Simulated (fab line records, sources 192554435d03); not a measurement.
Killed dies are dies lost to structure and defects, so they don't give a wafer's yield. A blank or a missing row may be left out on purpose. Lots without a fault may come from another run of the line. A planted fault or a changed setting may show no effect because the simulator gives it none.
fab line records | flow n5_finfet
record lots=24 wafers=72 last_day=17
route steps=1938 shown BEOL_M2@900 BEOL_M3@931
lots that met no fault: from a run of the same line without faults
start_h: hours from the record's first day to the start of the lot's first wafer shown | wait_h: hours since the lot's step before | " the same as in the row above | L1.1+2: a row that stands for several wafers | - no value, or no start given | * or withheld: withheld | < > ~ a bound
route shown NAME@n: a module of which the file shows steps, and the number in the route of the first | usual: mean/standard deviation of fault-free wafers | same: alike in all rows | chamber/n: place in a boat | sites: the reading at each site | _std_site: their standard deviation | _edge_site: outer sites' mean less inner sites' | radius_mm: how far each site lies from the wafer's centre | mask NAME#n: copy n | behind: the tool/chamber that last shaped the wafer | hold: why the lot was held/for how many hours/how that ended | device: the transistor (n, p or np) that didn't switch | end of line: the same wafers' tests at the end of the route | a step without rows: its recipe alone | killed: dies lost to structure and defects at the first sort, not the wafer's yield | map: a wafer's dies, x killed, . not, _ none there
set.NAME: the setting as run; set.NAME@STEP: as run at that earlier step | model.NAME: the simulator's own value behind a step, which no gauge read
steps of the route over a sample of lots; a table a step, a row a wafer
services: from which hour (start_h, from the record's first day; less than 0 if before it) a tool's chamber was out of use, for how many hours, and why
## steps
# step N5_BEOL_M2_PRE_CLEAN_45
# recipe gas=H2/He time_s=30 temp_c=250
# usual heater_power_w=360/45
# columns lot.wafer tool chamber start_h wait_h heater_power_w
L074.3 pvd_sputter-01 - 138.93 0.0 359
L074.4 " - " " 333
L074.6 " - " " 367
L075.3 pvd_sputter-01 - 143.59 0.0 362
L075.4 " - " " 334
L075.5 " - " " 380
L076.2 pvd_sputter-01 - 151.35 0.0 367
L076.5 " - " " 339
L076.6 " - " " 330
L077.1 pvd_sputter-03 - 151.40 0.0 350
L077.4 " - " " 394
L077.5 " - " " 401
L078.2 pvd_sputter-03 - 158.39 0.0 479
L078.5 " - " " 396
L078.6 " - " " 351
L079.2 pvd_sputter-01 - 165.78 0.0 332
L079.3 " - " " 341
L079.6 " - " " 363
L080.2 pvd_sputter-01 - 178.43 0.0 364
L080.3 " - " " 358
L080.4 " - " " 331
L081.1 pvd_sputter-01 - 178.74 0.0 378
L081.3 " - " " 340
L081.4 " - " " 366
L083.1 pvd_sputter-02 - 190.67 0.0 336
L083.5 " - " " 283
L083.6 " - " " 349
L082.2 pvd_sputter-02 - 190.75 0.0 331
L082.3 " - " " 347
L082.4 " - " " 351
L084.1 pvd_sputter-03 - 195.39 0.0 321
L084.5 " - " " 407
L084.6 " - " " 464
L085.2 pvd_sputter-03 - 202.20 0.0 314
L085.3 " - " " 401
L085.4 " - " " 469
L086.2 pvd_sputter-03 - 213.55 0.0 314
L086.3 " - " " 385
L086.6 " - " " 345
L087.2 pvd_sputter-01 - 221.26 0.0 369
L087.4 " - " " 361
L087.5 " - " " 342
L088.3 pvd_sputter-01 - 224.35 0.0 371
L088.4 " - " " 333
L088.6 " - " " 327
L089.2 pvd_sputter-03 - 231.97 0.0 476
L089.5 " - " " 311
L089.6 " - " " 489
L091.2 pvd_sputter-01 - 238.33 0.0 332
L091.5 " - " " 321
L091.6 " - " " 335
L090.1 pvd_sputter-03 - 239.05 0.0 479
L090.5 " - " " 313
L090.6 " - " " 484
L093.1 pvd_sputter-01 - 254.82 0.0 369
L093.3 " - " " 363
L093.6 " - " " 334
L092.1 pvd_sputter-01 - 255.96 0.0 369
L092.2 " - " " 333
L092.4 " - " " 365
L094.2 pvd_sputter-03 - 258.38 0.0 397
L094.4 " - " " 317
L094.5 " - " " 472
L096.2 pvd_sputter-03 - 268.07 0.0 469
L096.4 " - " " 387
L096.6 " - " " 344
L095.4 pvd_sputter-01 - 268.19 0.0 369
L095.5 " - " " 332
L095.6 " - " " 368
L097.4 pvd_sputter-02 - 277.33 0.0 341
L097.5 " - " " 329
L097.6 " - " " 286
# step N5_BEOL_M2_SURFACE_TREAT_85
# recipe gas=Ar time_s=* ion_energy_ev=* ion_current_ma_cm2=0.5 pressure_mtorr=* ar_flow_sccm=30
# usual throttle_valve_pct=*
# columns lot.wafer tool chamber start_h wait_h throttle_valve_pct
L074.3 pvd_sputter-03 - 139.23 0.1 *
L074.4 " - " " *
L074.6 " - " " *
L075.3 pvd_sputter-03 - 143.93 0.1 *
L075.4 " - " " *
L075.5 " - " " *
L076.2 pvd_sputter-03 - 151.84 0.3 *
L076.5 " - " " *
L076.6 " - " " *
L077.1 pvd_sputter-03 - 151.88 0.3 *
L077.4 " - " " *
L077.5 " - " " *
L078.2 pvd_sputter-02 - 158.75 0.2 *
L078.5 " - " " *
L078.6 " - " " *
L079.2 pvd_sputter-01 - 166.16 0.2 *
L079.3 " - " " *
L079.6 " - " " *
L080.2 pvd_sputter-02 - 178.88 0.1 *
L080.3 " - " " *
L080.4 " - " " *
L081.1 pvd_sputter-01 - 179.08 0.2 *
L081.3 " - " " *
L081.4 " - " " *
L083.1 pvd_sputter-02 - 191.03 0.2 *
L083.5 " - " " *
L083.6 " - " " *
L082.2 pvd_sputter-03 - 191.05 0.1 *
L082.3 " - " " *
L082.4 " - " " *
L084.1 pvd_sputter-02 - 196.03 0.4 *
L084.5 " - " " *
L084.6 " - " " *
L085.2 pvd_sputter-03 - 202.64 0.1 *
L085.3 " - " " *
L085.4 " - " " *
L086.2 pvd_sputter-02 - 213.83 0.1 *
L086.3 " - " " *
L086.6 " - " " *
L087.2 pvd_sputter-02 - 221.56 0.1 *
L087.4 " - " " *
L087.5 " - " " *
L088.3 pvd_sputter-02 - 224.83 0.3 *
L088.4 " - " " *
L088.6 " - " " *
L089.2 pvd_sputter-03 - 234.01 1.9 *
L089.5 " - " " *
L089.6 " - " " *
L091.2 pvd_sputter-01 - 238.75 0.1 *
L091.5 " - " " *
L091.6 " - " " *
L090.1 pvd_sputter-02 - 239.35 0.1 *
L090.5 " - " " *
L090.6 " - " " *
L093.1 pvd_sputter-03 - 255.18 0.2 *
L093.3 " - " " *
L093.6 " - " " *
L092.1 pvd_sputter-01 - 256.44 0.2 *
L092.2 " - " " *
L092.4 " - " " *
L094.2 pvd_sputter-01 - 258.72 0.2 *
L094.4 " - " " *
L094.5 " - " " *
L096.2 pvd_sputter-03 - 268.43 0.2 *
L096.4 " - " " *
L096.6 " - " " *
L095.4 pvd_sputter-02 - 268.48 0.1 *
L095.5 " - " " *
L095.6 " - " " *
L097.4 pvd_sputter-02 - 277.69 0.2 *
L097.5 " - " " *
L097.6 " - " " *
# step N5_BEOL_M2_ANNEAL_82
# recipe temp_c=400 time_s=240 ambient=vacuum
# usual heater_power_w=872/120
# columns lot.wafer tool chamber start_h wait_h heater_power_w
L074.3 pvd_sputter-02 - 141.58 0.0 861
L074.4 " - " " 855
L074.6 " - " " 735
L075.3 pvd_sputter-03 - 146.33 0.0 799
L075.4 " - " " 1000
L075.5 " - " " 799
L076.2 pvd_sputter-03 - 152.88 0.0 1194
L076.5 " - " " 1172
L076.6 " - " " 776
L077.1 pvd_sputter-01 - 153.75 0.0 814
L077.4 " - " " 915
L077.5 " - " " 917
L078.2 pvd_sputter-02 - 159.67 0.0 843
L078.5 " - " " 877
L078.6 " - " " 861
L079.2 pvd_sputter-02 - 166.98 0.0 803
L079.3 " - " " 878
L079.6 " - " " 793
L080.2 pvd_sputter-01 - 179.71 0.0 810
L080.3 " - " " 846
L080.4 " - " " 927
L081.1 pvd_sputter-03 - 181.04 0.0 983
L081.3 " - " " 1157
L081.4 " - " " 891
L083.1 pvd_sputter-03 - 191.77 0.0 1190
L083.5 " - " " 991
L083.6 " - " " 881
L082.2 pvd_sputter-02 - 192.01 0.0 707
L082.3 " - " " 883
L082.4 " - " " 837
L084.1 pvd_sputter-02 - 196.83 0.0 718
L084.5 " - " " 715
L084.6 " - " " 876
L085.2 pvd_sputter-02 - 203.38 0.0 690
L085.3 " - " " 873
L085.4 " - " " 794
L086.2 pvd_sputter-03 - 214.67 0.0 792
L086.3 " - " " 862
L086.6 " - " " 1188
L087.2 pvd_sputter-02 - 222.33 0.0 841
L087.4 " - " " 871
L087.5 " - " " 825
L088.3 pvd_sputter-02 - 225.70 0.0 861
L088.4 " - " " 809
L088.6 " - " " 714
L089.2 pvd_sputter-03 - 235.26 0.0 963
L089.5 " - " " 781
L089.6 " - " " 862
L091.2 pvd_sputter-01 - 239.49 0.0 922
L091.5 " - " " 905
L091.6 " - " " 928
L090.1 pvd_sputter-02 - 240.09 0.0 874
L090.5 " - " " 851
L090.6 " - " " 702
L093.1 pvd_sputter-03 - 255.96 0.0 1170
L093.3 " - " " 999
L093.6 " - " " 877
L092.1 pvd_sputter-01 - 257.32 0.0 918
L092.2 " - " " 840
L092.4 " - " " 817
L094.2 pvd_sputter-03 - 259.52 0.0 870
L094.4 " - " " 989
L094.5 " - " " 987
L095.4 pvd_sputter-03 - 269.23 0.0 1172
L095.5 " - " " 875
L095.6 " - " " 783
L096.2 pvd_sputter-02 - 269.30 0.0 846
L096.4 " - " " 820
L096.6 " - " " 703
L097.4 pvd_sputter-02 - 278.49 0.0 861
L097.5 " - " " 849
L097.6 " - " " 792
# step N5_BEOL_M2_SPUTTER_96
# recipe material=Cu target_thk_a=45 temp_c=-20 chamber_pressure_pa=0.07 power_w=withheld time_s=8.29
# usual throttle_valve_pct=29.8/0.63
# columns lot.wafer tool chamber start_h wait_h throttle_valve_pct
L074.3 pvd_sputter-02 - 142.82 0.1 29.2
L074.4 " - " " 30.2
L074.6 " - " " 30.8
L075.3 pvd_sputter-03 - 147.57 0.1 29.1
L075.4 " - " " 29.6
L075.5 " - " " 29.1
L076.2 pvd_sputter-03 - 154.12 0.1 30.2
L076.5 " - " " 30.4
L076.6 " - " " 28.9
L077.1 pvd_sputter-01 - 154.99 0.1 30.1
L077.4 " - " " 30.5
L077.5 " - " " 30.6
L078.2 pvd_sputter-02 - 160.91 0.1 30.4
L078.5 " - " " 30.7
L078.6 " - " " 29.4
L079.2 pvd_sputter-02 - 168.22 0.1 29.2
L079.3 " - " " 30.2
L079.6 " - " " 29.3
L080.2 pvd_sputter-01 - 181.02 0.1 30.0
L080.3 " - " " 30.8
L080.4 " - " " 30.6
L081.1 pvd_sputter-03 - 182.28 0.1 29.4
L081.3 " - " " 30.1
L081.4 " - " " 30.0
L083.1 pvd_sputter-03 - 193.01 0.1 30.4
L083.5 " - " " 29.4
L083.6 " - " " 29.6
L082.2 pvd_sputter-02 - 193.25 0.1 30.6
L082.3 " - " " 30.3
L082.4 " - " " 29.2
L084.1 pvd_sputter-02 - 198.07 0.1 30.3
L084.5 " - " " 30.5
L084.6 " - " " 30.3
L085.2 pvd_sputter-02 - 204.62 0.1 30.5
L085.3 " - " " 30.4
L085.4 " - " " 29.3
L086.2 pvd_sputter-03 - 215.91 0.1 29.2
L086.3 " - " " 29.5
L086.6 " - " " 30.4
L087.2 pvd_sputter-02 - 223.57 0.1 29.2
L087.4 " - " " 30.4
L087.5 " - " " 29.2
L088.3 pvd_sputter-02 - 226.94 0.1 30.4
L088.4 " - " " 29.0
L088.6 " - " " 30.4
L089.2 pvd_sputter-03 - 236.50 0.1 29.3
L089.5 " - " " 29.1
L089.6 " - " " 29.7
L091.2 pvd_sputter-01 - 240.73 0.1 30.1
L091.5 " - " " 30.1
L091.6 " - " " 30.6
L090.1 pvd_sputter-02 - 241.33 0.1 30.3
L090.5 " - " " 30.2
L090.6 " - " " 30.6
L093.1 pvd_sputter-03 - 257.20 0.1 30.2
L093.3 " - " " 29.3
L093.6 " - " " 29.4
L092.1 pvd_sputter-01 - 258.56 0.1 30.3
L092.2 " - " " 31.0
L092.4 " - " " 30.2
L094.2 pvd_sputter-03 - 260.76 0.1 29.9
L094.4 " - " " 29.3
L094.5 " - " " 29.3
L095.4 pvd_sputter-03 - 270.47 0.1 30.3
L095.5 " - " " 29.7
L095.6 " - " " 28.8
L096.2 pvd_sputter-02 - 270.54 0.1 29.4
L096.4 " - " " 29.1
L096.6 " - " " 30.6
L097.4 pvd_sputter-02 - 279.73 0.1 29.3
L097.5 " - " " 29.2
L097.6 " - " " 29.2
# step N5_BEOL_M2_ANNEAL_51
# recipe temp_c=225 time_s=90 ambient=N2
# usual wafer_temp_C_max=226.13/0.29
# columns lot.wafer tool chamber start_h wait_h wafer_temp_C_max
L074.3 rtp_anneal-01 0 143.10 0.1 226.09
L074.4 " 0 " " 225.63
L074.6 " 0 " " 226.22
L075.3 rtp_anneal-01 0 147.85 0.1 225.81
L075.4 " 0 " " 226.05
L075.5 " 0 " " 225.95
L076.2 rtp_anneal-02 0 154.36 0.1 226.50
L076.5 " 0 " " 226.21
L076.6 " 0 " " 226.22
L077.1 rtp_anneal-01 0 155.18 0.1 226.74
L077.4 " 0 " " 226.22
L077.5 " 0 " " 225.90
L078.2 rtp_anneal-02 0 161.19 0.2 226.46
L078.5 " 0 " " 226.32
L078.6 " 0 " " 227.10
L079.2 rtp_anneal-01 0 168.46 0.1 226.44
L079.3 " 0 " " 226.27
L079.6 " 0 " " 226.43
L080.2 rtp_anneal-02 0 181.26 0.1 226.35
L080.3 " 0 " " 226.30
L080.4 " 0 " " 226.28
L081.1 rtp_anneal-01 0 182.60 0.2 226.08
L081.3 " 0 " " 225.91
L081.4 " 0 " " 225.85
L083.1 rtp_anneal-02 0 193.21 0.1 226.45
L083.5 " 0 " " 226.00
L083.6 " 0 " " 226.66
L082.2 rtp_anneal-01 0 193.49 0.1 225.90
L082.3 " 0 " " 225.73
L082.4 " 0 " " 225.89
L084.1 rtp_anneal-01 0 198.27 0.1 225.81
L084.5 " 0 " " 225.96
L084.6 " 0 " " 225.72
L085.2 rtp_anneal-02 0 204.86 0.1 226.43
L085.3 " 0 " " 225.93
L085.4 " 0 " " 226.33
L086.2 rtp_anneal-02 0 216.46 0.4 226.09
L086.3 " 0 " " 226.20
L086.6 " 0 " " 226.22
L087.2 rtp_anneal-01 0 223.90 0.2 225.73
L087.4 " 0 " " 226.05
L087.5 " 0 " " 225.88
L088.3 rtp_anneal-01 0 227.23 0.1 225.94
L088.4 " 0 " " 226.10
L088.6 " 0 " " 225.85
L089.2 rtp_anneal-01 0 236.74 0.1 225.84
L089.5 " 0 " " 225.71
L089.6 " 0 " " 226.03
L091.2 rtp_anneal-01 0 240.97 0.1 226.51
L091.5 " 0 " " 226.34
L091.6 " 0 " " 226.01
L090.1 rtp_anneal-02 0 241.68 0.2 226.08
L090.5 " 0 " " 226.57
L090.6 " 0 " " 226.72
L093.1 rtp_anneal-01 0 257.40 0.1 225.81
L093.3 " 0 " " 225.71
L093.6 " 0 " " 226.09
L092.1 rtp_anneal-02 0 258.75 0.1 226.40
L092.2 " 0 " " 226.00
L092.4 " 0 " " 226.70
L094.2 rtp_anneal-01 0 261.00 0.1 225.77
L094.4 " 0 " " 226.23
L094.5 " 0 " " 225.98
L096.2 rtp_anneal-02 0 270.78 0.1 226.47
L096.4 " 0 " " 226.32
L096.6 " 0 " " 226.24
L095.4 rtp_anneal-01 0 270.80 0.2 225.89
L095.5 " 0 " " 225.69
L095.6 " 0 " " 225.51
L097.4 rtp_anneal-02 0 280.06 0.2 226.44
L097.5 " 0 " " 226.61
L097.6 " 0 " " 226.30
# step N5_BEOL_M3_ILD_DEP_00
# recipe material=SiOC target_thk_a=790 temp_c=350 precursor=DEMS/O2 pressure_torr=5 rf_w=500 time_s=15.3
# usual heater_power_w=497/77 showerhead_plenum_p_Torr=5.697/0.014 throttle_valve_pct=11.7/0.54
# columns lot.wafer tool chamber start_h wait_h heater_power_w showerhead_plenum_p_Torr throttle_valve_pct
L074.3 pecvd-03 2 143.93 0.0 428 5.710 11.4
L074.4 " 2 " " 447 5.696 11.5
L074.6 " 1 " " 389 5.700 11.8
L075.3 pecvd-02 1 148.74 0.0 418 5.709 12.0
L075.4 " 1 " " 429 5.705 11.8
L075.5 " 0 " " 471 5.700 12.0
L076.2 pecvd-02 0 155.23 0.0 418 5.697 11.9
L076.5 " 0 " " 434 5.709 11.8
L076.6 " 2 " " 582 5.680 10.9
L077.1 pecvd-03 0 156.13 0.0 400 5.714 12.1
L077.4 " 0 " " 393 5.688 12.3
L077.5 " 2 " " 479 5.706 11.5
L078.2 pecvd-03 0 162.32 0.0 459 5.687 12.0
L078.5 " 1 " " 376 5.704 11.6
L078.6 " 2 " " 467 5.714 11.3
L079.2 pecvd-01 0 169.33 0.0 663 5.699 11.9
L079.3 " 1 " " 550 5.718 12.4
L079.6 " 1 " " 553 5.701 12.3
L080.2 pecvd-01 0 182.13 0.0 591 5.702 11.9
L080.3 " 2 " " 485 5.678 10.9
L080.4 " 0 " " 600 5.697 11.9
L081.1 pecvd-01 2 183.55 0.0 451 5.697 10.9
L081.3 " 0 " " 642 5.682 12.0
L081.4 " 2 " " 462 5.702 11.2
L083.1 pecvd-02 1 194.12 0.0 467 5.713 11.9
L083.5 " 2 " " 516 5.681 10.6
L083.6 " 0 " " 388 5.688 12.1
L082.2 pecvd-01 0 194.36 0.0 588 5.690 12.1
L082.3 " 2 " " 503 5.662 11.2
L082.4 " 2 " " 492 5.686 11.2
L084.1 pecvd-01 1 199.19 0.0 544 5.728 12.3
L084.5 " 0 " " 634 5.684 12.0
L084.6 " 1 " " 554 5.708 12.4
L085.2 pecvd-03 2 205.73 0.0 393 5.706 11.5
L085.3 " 0 " " 492 5.706 12.2
L085.4 " 2 " " 395 5.698 11.7
L086.2 pecvd-01 1 217.55 0.0 554 5.697 12.2
L086.3 " 2 " " 434 5.678 11.0
L086.6 " 0 " " 636 5.698 11.9
L087.2 pecvd-02 2 224.90 0.0 538 5.679 10.7
L087.4 " 0 " " 477 5.691 11.8
L087.5 " 1 " " 468 5.719 12.0
L088.3 pecvd-02 2 228.10 0.0 500 5.673 10.2
L088.4 " 2 " " 524 5.696 10.7
L088.6 " 0 " " 407 5.692 12.2
L089.2 pecvd-01 0 237.65 0.0 617 5.700 11.8
L089.5 " 2 " " 479 5.692 11.3
L089.6 " 0 " " 640 5.701 12.1
L091.2 pecvd-01 0 241.85 0.0 646 5.691 12.2
L091.5 " 1 " " 529 5.708 12.3
L091.6 " 2 " " 485 5.680 11.2
L090.1 pecvd-01 1 242.63 0.0 459 5.706 12.1
L090.5 " 1 " " 458 5.710 12.3
L090.6 " 2 " " 491 5.678 11.3
L093.1 pecvd-03 0 258.35 0.0 483 5.714 12.4
L093.3 " 2 " " 461 5.700 11.1
L093.6 " 0 " " 500 5.702 12.3
L092.1 pecvd-01 0 259.68 0.0 600 5.700 11.6
L092.2 " 1 " " 477 5.706 12.4
L092.4 " 1 " " 487 5.697 12.3
L094.2 pecvd-01 0 261.87 0.0 563 5.697 11.9
L094.4 " 2 " " 465 5.681 11.1
L094.5 " 1 " " 495 5.707 12.2
L095.4 pecvd-01 1 271.65 0.1 563 5.706 12.4
L095.5 " 0 " " 647 5.706 11.7
L095.6 " 2 " " 435 5.676 11.3
L096.2 pecvd-02 0 271.65 0.0 454 5.694 12.4
L096.4 " 1 " " 465 5.687 12.0
L096.6 " 2 " " 614 5.670 10.8
L097.4 pecvd-03 0 280.85 0.1 508 5.710 12.5
L097.5 " 2 " " 474 5.701 10.8
L097.6 " 1 " " 334 5.711 12.0
## services
# columns tool chamber start_h hours kind
pvd_sputter-01 - 120.55 3.7 repair
pecvd-02 - 134.52 2.8 pm
pvd_sputter-01 - 158.45 0.9 repair
pecvd-03 2 182.15 5.5 scheduled_down
pecvd-02 0 186.24 2.1 scheduled_down
pecvd-03 1 197.80 16.5 scheduled_down
pecvd-01 0 203.34 5.5 scheduled_down
pecvd-03 2 214.30 - clean
pecvd-03 2 214.30 - consumable_replace:showerhead
pecvd-03 2 214.30 29.0 scheduled_down
pecvd-03 2 214.30 29.0 vent_cycle
pecvd-01 - 217.79 1.4 repair
pecvd-03 1 219.40 5.5 scheduled_down
pecvd-01 2 222.99 2.1 scheduled_down
pecvd-01 - 233.05 1.7 repair
pecvd-02 - 233.13 6.0 pm
pecvd-03 1 239.79 1.8 repair
pecvd-02 1 264.72 3.6 repair
## key
fault none
